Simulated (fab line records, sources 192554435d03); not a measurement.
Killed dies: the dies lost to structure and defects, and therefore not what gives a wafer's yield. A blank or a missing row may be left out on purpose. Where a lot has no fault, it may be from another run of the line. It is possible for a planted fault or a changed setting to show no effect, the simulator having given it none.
Split-lot trial :: flow n5 finfet :: on a route of 1938 steps: 7 lots, 21 wafers read

THE SPLIT
At N5_PASSIVATION_PECVD_00 (deposits SiO2 from SiH4/N2O, target thk 200 nm, time 11.2 s), the setting time s was moved away from the recipe's 11.2 s on 8 of the 21 wafers read, by +7.2% to +9.8%. This setting was run at the recipe's value on the other wafers.

The reading is taken at the split's own step.

THE READING
SiO2_of_PASSIVATION_PECVD_00.thk nm (the simulator's own value, which no gauge read), in nm, at N5_PASSIVATION_PECVD_00 (deposits SiO2 from SiH4/N2O, target thk 200 nm, time 11.2 s). The file gives no usual value for it. Across the 13 wafers here that went through the recipe, the average is 199.9 nm and the standard deviation 1.8 nm.

wafer: L076.1
tool, chamber at the split: pecvd-01, 2
time s as run, s: 11.2
against the recipe: recipe
SiO2_of_PASSIVATION_PECVD_00.thk nm, nm: 197
against lot-mates on the recipe: -

wafer: L076.2
tool, chamber at the split: pecvd-01, 1
time s as run, s: 12.16
against the recipe: +8.6%
SiO2_of_PASSIVATION_PECVD_00.thk nm, nm: 216.2
against lot-mates on the recipe: +17.0

wafer: L076.6
tool, chamber at the split: pecvd-01, 1
time s as run, s: 11.2
against the recipe: recipe
SiO2_of_PASSIVATION_PECVD_00.thk nm, nm: 201.4
against lot-mates on the recipe: -

wafer: L081.2
tool, chamber at the split: pecvd-03, 0
time s as run, s: 11.2
against the recipe: recipe
SiO2_of_PASSIVATION_PECVD_00.thk nm, nm: 200.8
against lot-mates on the recipe: -

wafer: L081.5
tool, chamber at the split: pecvd-03, 2
time s as run, s: 11.2
against the recipe: recipe
SiO2_of_PASSIVATION_PECVD_00.thk nm, nm: 200.4
against lot-mates on the recipe: -

wafer: L081.6
tool, chamber at the split: pecvd-03, 0
time s as run, s: 11.2
against the recipe: recipe
SiO2_of_PASSIVATION_PECVD_00.thk nm, nm: 203.6
against lot-mates on the recipe: -

wafer: L086.3
tool, chamber at the split: pecvd-01, 2
time s as run, s: 12.3
against the recipe: +9.8%
SiO2_of_PASSIVATION_PECVD_00.thk nm, nm: 218.2
against lot-mates on the recipe: +18.4

wafer: L086.4
tool, chamber at the split: pecvd-01, 0
time s as run, s: 11.2
against the recipe: recipe
SiO2_of_PASSIVATION_PECVD_00.thk nm, nm: 199.8
against lot-mates on the recipe: -

wafer: L086.5
tool, chamber at the split: pecvd-01, 2
time s as run, s: 12.3
against the recipe: +9.8%
SiO2_of_PASSIVATION_PECVD_00.thk nm, nm: 222.2
against lot-mates on the recipe: +22.4

wafer: L089.2
tool, chamber at the split: pecvd-02, 0
time s as run, s: 11.2
against the recipe: recipe
SiO2_of_PASSIVATION_PECVD_00.thk nm, nm: 199.4
against lot-mates on the recipe: -

wafer: L089.4
tool, chamber at the split: pecvd-02, 0
time s as run, s: 11.2
against the recipe: recipe
SiO2_of_PASSIVATION_PECVD_00.thk nm, nm: 199.4
against lot-mates on the recipe: -

wafer: L089.3
tool, chamber at the split: pecvd-02, 2
time s as run, s: 11.2
against the recipe: recipe
SiO2_of_PASSIVATION_PECVD_00.thk nm, nm: 200.8
against lot-mates on the recipe: -

wafer: L091.3
tool, chamber at the split: pecvd-03, 2
time s as run, s: 12.14
against the recipe: +8.4%
SiO2_of_PASSIVATION_PECVD_00.thk nm, nm: 214.8
against lot-mates on the recipe: no lot-mate on the recipe

wafer: L091.4
tool, chamber at the split: pecvd-03, 1,0
time s as run, s: 12.14
against the recipe: +8.4%
SiO2_of_PASSIVATION_PECVD_00.thk nm, nm: 219.8
against lot-mates on the recipe: no lot-mate on the recipe

wafer: L091.5
tool, chamber at the split: pecvd-03, 1,0
time s as run, s: 12.14
against the recipe: +8.4%
SiO2_of_PASSIVATION_PECVD_00.thk nm, nm: 219.8
against lot-mates on the recipe: no lot-mate on the recipe

wafer: L095.2
tool, chamber at the split: pecvd-01, 2
time s as run, s: 11.2
against the recipe: recipe
SiO2_of_PASSIVATION_PECVD_00.thk nm, nm: 200.6
against lot-mates on the recipe: -

wafer: L095.4
tool, chamber at the split: pecvd-01, 0
time s as run, s: 11.2
against the recipe: recipe
SiO2_of_PASSIVATION_PECVD_00.thk nm, nm: 199.6
against lot-mates on the recipe: -

wafer: L095.6
tool, chamber at the split: pecvd-01, 2
time s as run, s: 12.01
against the recipe: +7.2%
SiO2_of_PASSIVATION_PECVD_00.thk nm, nm: 217.6
against lot-mates on the recipe: +17.5

wafer: L097.1
tool, chamber at the split: pecvd-03, 0
time s as run, s: 12.3
against the recipe: +9.8%
SiO2_of_PASSIVATION_PECVD_00.thk nm, nm: 214.6
against lot-mates on the recipe: +16.8

wafer: L097.3
tool, chamber at the split: pecvd-03, 1
time s as run, s: 11.2
against the recipe: recipe
SiO2_of_PASSIVATION_PECVD_00.thk nm, nm: 195.8
against lot-mates on the recipe: -

wafer: L097.6
tool, chamber at the split: pecvd-03, 1
time s as run, s: 11.2
against the recipe: recipe
SiO2_of_PASSIVATION_PECVD_00.thk nm, nm: 199.8
against lot-mates on the recipe: -
Where a row lists several chambers, the file gives one row for several wafers and doesn't say which wafer went through which chamber.

THE FIT
A straight line over all 21 wafers: SiO2_of_PASSIVATION_PECVD_00.thk nm changes by +2.02 nm for each +1% of time s; r = +0.97; the points scatter about the line by 2.4 nm.
The same after taking each lot's own level away (the mean of its wafers on the recipe; 18 wafers): +2.01 nm for each +1%; r = +0.98; scatter 1.8 nm.
On that fit, the largest move of time s shifts the reading by 20 nm.
The lots' own levels span 197.80 to 201.60 nm, that is 2.1 times the standard deviation above.
The two slopes agree, so the slope changes little with the lot-to-lot level.
Check: with one of the wafers moved furthest among these (+9.8%) left out of the fit, the line predicts +20.3 nm for it against its lot-mates. Against them it came out at +18.4 nm.

ADDITIONAL SPLITS CARRIED BY THESE WAFERS
Before the reading, these wafers also passed through other splits. Each is held against what the fit with the lots' levels taken away leaves over:
other split on the same wafers: N5_BEOL_M14_ETCH_68 time s
wafers away from the commonest value: 7
r with SiO2_of_PASSIVATION_PECVD_00.thk nm (lot level and that fit taken away): -0.34

other split on the same wafers: N5_BEOL_M15_PEB_26 peb temp c
wafers away from the commonest value: 9
r with SiO2_of_PASSIVATION_PECVD_00.thk nm (lot level and that fit taken away): +0.12

other split on the same wafers: N5_BEOL_M15_TRENCH_ETCH_34 bias w
wafers away from the commonest value: 6
r with SiO2_of_PASSIVATION_PECVD_00.thk nm (lot level and that fit taken away): -0.44

THE FILE'S OWN FIT
SiO2_of_PASSIVATION_PECVD_00.thk nm changes by +2 nm for each +1% of time s, r = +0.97.
